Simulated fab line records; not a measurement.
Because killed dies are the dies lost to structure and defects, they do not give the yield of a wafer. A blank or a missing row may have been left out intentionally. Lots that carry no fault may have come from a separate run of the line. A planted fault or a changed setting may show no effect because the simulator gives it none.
Comparing a struck lot with a sound one / flow n5 finfet / 30 out of 1938 route steps
Sound: these wafers, L180.2, L180.3, L180.4. Struck: wafers L176.2, L176.4, L176.6. Last of all comes the cause.
At each step with rows: each side's tool, then ch and its chambers, then its first start. Under that, the readings that differ: sound wafers / struck wafers / difference of the means / sigmas: that difference in standard deviations of wafers without a fault.
alike: readings whose means differ by less than 2 such deviations, and words and numbers that are the same on both sides. not compared: withheld readings, readings that some wafer has no value for, bounds like >300 that may hide the same value, and numbers for which the record gives no deviation and whose values overlap.
The two part at a step that has a row with sigmas, a row that says differs or no value, or rows on one side only. Numbers that have no deviation but don't overlap get no sigmas and don't part them. A reading that every wafer of one side lacks parts them only if that side has two wafers or more.

N5_BEOL_M0_SAQP_INSPECT_16: inspects for defects (brightfield).
  sound: defect inspect-02 at day 9 07:51; struck: defect inspect-01 at day 8 07:56
  alike: raw defect count
N5_BEOL_M0_SAQP_DESCUM_19: chemistry O2, time 7.9 s.
  sound on rie diel-03 ch 0,2,3, day 9 07:53; struck on rie diel-03 ch 0,2,3, day 8 07:59
  alike: drypump motor current A, o2 flow sccm, oes product au, rf vpp V, showerhead plenum p Torr, throttle valve pct
  not compared: rf hours counter h
N5_BEOL_M0_SAQP_ETCH_83: etches SiARC in CF4, target depth 39 nm, time 65 s.
  sound on rie diel-03 ch 0,2,3, day 9 07:55; struck on rie diel-03 ch 0,2,3, day 8 08:02
  alike: drypump motor current A, etch rf on time s, oes product au, rf vpp V, showerhead plenum p Torr, throttle valve pct
  not compared: rf hours counter h
then, 5 steps without rows for these wafers: N5_BEOL_M0_SAQP_ETCH_84 (etches SOC in N2/H2, target depth 100 nm, overetch 20 nm, time 150 s); N5_BEOL_M0_SAQP_STRIP_80 (strips in N2/H2); N5_BEOL_M0_SAQP_HM_OPEN_112 (chemistry CHF3/O2, target SiO2, stops on a-Si, target depth 12 nm, time 13.5 s); N5_BEOL_M0_SAQP_STRIP_113 (strips in CHF3/O2); N5_BEOL_M0_SAQP_MANDREL_ETCH_20 (etches a-Si in HBr/Cl2, stops on SiNx, target depth 60 nm, bt time 10 s, time 30 s).
N5_BEOL_M0_SAQP_STRIP_86: strips in N2/H2.
  sound on rie diel-04 ch 0,1,3, day 9 08:16; struck on rie diel-04 ch 0,2, day 8 08:22
  alike: drypump motor current A, n2 flow sccm, oes product au, rf vpp V, showerhead plenum p Torr, throttle valve pct
  not compared: rf hours counter h
then, 2 steps without rows for these wafers: N5_BEOL_M0_SAQP_STRIP_115 (strips in post etch residue remover, time 60 s); N5_BEOL_M0_SAQP_SRD_93 (time 30 s).
N5_BEOL_M0_SAQP_RECESS_114: chemistry HF/NH3, target SiO2, target depth 14.4 nm, afs cycles 3, sublimation time 60 s.
  sound on vapor etch-02 ch 0,1, day 9 08:43; struck on vapor etch-02 ch 0,1, day 8 08:30
  alike: drypump motor current A, foreline p Torr
N5_BEOL_M0_SAQP_SPACER1_ALD_98: deposits SiO2, target thk 12.8 nm, pulse time 1 s, purge time 2 s.
  sound on ald sin-02 ch 1,2,3, day 9 09:06; struck on ald sin-03 ch 2,3, day 8 11:20
  no value came back on the struck wafers for any of 5 readings (ald cycles, chamber pressure Torr (Torr) and others); on the sound wafers ald cycles reads 138 138 138
then, 1 step without rows for these wafers: N5_BEOL_M0_SAQP_SPACER1_ETCHBACK_99 (etches SiO2 in CHF3/O2, target depth 15.4 nm, time 7.7 s).
N5_BEOL_M0_SAQP_MANDREL1_REMOVE_100: chemistry HBr/Cl2/O2, target a-Si, stops on SiNx, bt time 10 s.
  sound on rie si-04 ch 0,1,3, day 9 09:40; struck on rie si-04 ch 1,2,3, day 8 11:54
reading=model.BEOL_M0_SAQP.cd nm (nm); sound=12.8 12.8 12.8; struck=42.6 42.6 42.4; difference=+29.7; sigmas=
  alike: drypump motor current A, he backside leak sccm, oes product au, throttle valve pct
  not compared: rf hours counter h
N5_BEOL_M0_SAQP_CD_MEAS_25: the cd target is 13.1 nm.
  sound on cd sem-03 ch 0, day 9 09:46; struck on cd sem-02 ch 0, day 8 12:01
reading=cd nm (nm); sound=13.00 12.70 13.07; struck=- - -; difference=no value on the struck wafers; sigmas=
then, 10 steps without rows for these wafers: N5_BEOL_M0_SAQP_ETCH_101 (etches SiNx in CH3F/O2, target depth 29.9 nm, time 42.7 s); N5_BEOL_M0_SAQP_ETCH_102 (etches SiO2 in CF4, target depth 4 nm, time 4.4 s); N5_BEOL_M0_SAQP_MANDREL_ETCH_103 (etches a-Si in HBr/Cl2, stops on SiCN, target depth 45 nm, bt time 10 s, time 27 s); N5_BEOL_M0_SAQP_RECESS_104 (chemistry HF/NH3, target SiO2, target depth 18 nm, afs cycles 3, sublimation time 60 s); N5_BEOL_M0_SAQP_COAT_105 (time 60 s, resist thk 100 nm); N5_BEOL_M0_SAQP_ETCH_106 (etches SOC in N2/H2, stops on SiNx, target depth 150 nm); N5_BEOL_M0_SAQP_ETCH_107 (etches SiNx in CH3F/O2, target depth 30 nm); N5_BEOL_M0_SAQP_STRIP_108 (strips in N2/H2); N5_BEOL_M0_SAQP_RECESS_109 (chemistry HF/NH3, target SiO2, target depth 3 nm, afs cycles 1, sublimation time 60 s); N5_BEOL_M0_SAQP_SPACER2_ALD_26 (deposits SiO2, target thk 15 nm, pulse time 1 s, purge time 2 s).
N5_BEOL_M0_SAQP_SPACER2_ETCHBACK_27: etches SiO2 in CHF3/O2, target depth 22.5 nm, time 11.25 s.
  sound on rie diel-03 ch 0,1,3, day 9 11:38; struck on rie diel-02 ch 0,2, day 8 13:39
  alike: drypump motor current A, oes product au, rf vpp V, showerhead plenum p Torr, throttle valve pct
  not compared: rf hours counter h
N5_BEOL_M0_SAQP_MANDREL2_REMOVE_110: chemistry HBr/Cl2/O2, target a-Si, stops on SiCN, bt time 10 s.
  sound on rie si-03 ch 1,2,3, day 9 11:43; struck on rie si-04 ch 2,3, day 8 13:44
reading=he backside leak sccm (sccm); sound=2.7 3.0 2.9; struck=2.6 5.0 3.3; difference=+0.8; sigmas=+2
reading=model.BEOL_M0_SAQP.cd nm (nm); sound=15 15 15; struck=42.4 42.4 42.2; difference=+27.3; sigmas=
  alike: drypump motor current A, oes product au, throttle valve pct
  not compared: rf hours counter h
N5_BEOL_M0_SAQP_CD_MEAS_29: the cd target is 14.4 nm.
  sound on cd sem-03 ch 0, day 9 11:50; struck on cd sem-03 ch 0, day 8 13:50
reading=cd nm (nm); sound=15.02 15.26 14.84; struck=- - -; difference=no value on the struck wafers; sigmas=
N5_BEOL_M4_RC_MEAS_101:
  the record has rows for the sound wafers here (prober-01 ch 0, day 11 16:14) and none for the struck ones

== WHERE THEY PART ==
Last at N5_BEOL_M4_RC_MEAS_101 as far as this record goes, first at N5_BEOL_M0_SAQP_SPACER1_ALD_98.

WHY: whatever the simulator had introduced
Entire step skipped (ald sin-03, N5_BEOL_M0_SAQP_SPACER1_ALD_98), from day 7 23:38 onward. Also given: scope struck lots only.
